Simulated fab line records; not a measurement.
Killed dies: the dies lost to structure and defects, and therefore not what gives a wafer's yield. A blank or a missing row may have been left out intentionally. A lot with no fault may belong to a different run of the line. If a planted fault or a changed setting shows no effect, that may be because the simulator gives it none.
Chamber matching / flow nandHarc / NHARC_A_CHANNEL_HOLE_D2_ETCH_44 on rieDiel-01: 4 sister chambers
The step etches the open film in CF4/O2, target depth 140 nm, overetch 14 nm, time 77 s. 8 wafers are shown with their chamber, then 8 later ones without.

== WAFERS, EACH WITH ITS CHAMBER ==
wafer=L148.1; chamber=1; drypumpMotorCurrentA (A)=5.4; rfFwdPowerW (W)=297.7
wafer=L148.6; chamber=0; drypumpMotorCurrentA (A)=5.1; rfFwdPowerW (W)=297.8
wafer=L150.1; chamber=1; drypumpMotorCurrentA (A)=5.3; rfFwdPowerW (W)=297.8
wafer=L151.1; chamber=2; drypumpMotorCurrentA (A)=5.8; rfFwdPowerW (W)=298.0
wafer=L151.5; chamber=3; drypumpMotorCurrentA (A)=5.4; rfFwdPowerW (W)=295.4
wafer=L151.6; chamber=0; drypumpMotorCurrentA (A)=5.1; rfFwdPowerW (W)=298.7
wafer=L157.2; chamber=2; drypumpMotorCurrentA (A)=5.7; rfFwdPowerW (W)=296.5
wafer=L157.3; chamber=3; drypumpMotorCurrentA (A)=5.4; rfFwdPowerW (W)=297.1

== WAFERS WHOSE CHAMBER IS MISSING ==
wafer=L159.4; drypumpMotorCurrentA (A)=5.1; rfFwdPowerW (W)=300.0
wafer=L159.6; drypumpMotorCurrentA (A)=5.1; rfFwdPowerW (W)=298.5
wafer=L165.1; drypumpMotorCurrentA (A)=5.1; rfFwdPowerW (W)=299.3
wafer=L165.4; drypumpMotorCurrentA (A)=5.8; rfFwdPowerW (W)=296.7
wafer=L165.6; drypumpMotorCurrentA (A)=5.4; rfFwdPowerW (W)=298.5
wafer=L167.2; drypumpMotorCurrentA (A)=5.1; rfFwdPowerW (W)=298.0
wafer=L167.4; drypumpMotorCurrentA (A)=5.4; rfFwdPowerW (W)=296.3
wafer=L167.6; drypumpMotorCurrentA (A)=5.8; rfFwdPowerW (W)=298.2

== CHAMBER TAKEN BY EACH ==
wafer=L159.4; from the rows above=0; in truth=0
wafer=L159.6; from the rows above=0; in truth=0
wafer=L165.1; from the rows above=0; in truth=0
wafer=L165.4; from the rows above=2; in truth=2
wafer=L165.6; from the rows above=can't be placed: 1 or 3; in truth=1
wafer=L167.2; from the rows above=0; in truth=0
wafer=L167.4; from the rows above=can't be placed: 3 or 1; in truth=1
wafer=L167.6; from the rows above=2; in truth=2
Placed correctly: 6 of 8. Not placeable from these rows: 2 (in 2, the candidates include the true chamber). Number placed wrongly: 0.
How it was worked out, from the rows above alone: a wafer's distance from a chamber is the root of the sum, over the readings, of the square of ((its reading less the chamber's mean) divided by the reading's scatter). If the next closest chamber is less than 2 further off than the closest, the wafer can't be placed; otherwise it belongs to the closest. For every chamber, the mean is computed from those of its wafers that are shown. The scatter is the square root of a quotient: the sum, over the shown wafers, of each reading's squared deviation from its chamber's mean, divided by wafers minus chambers.
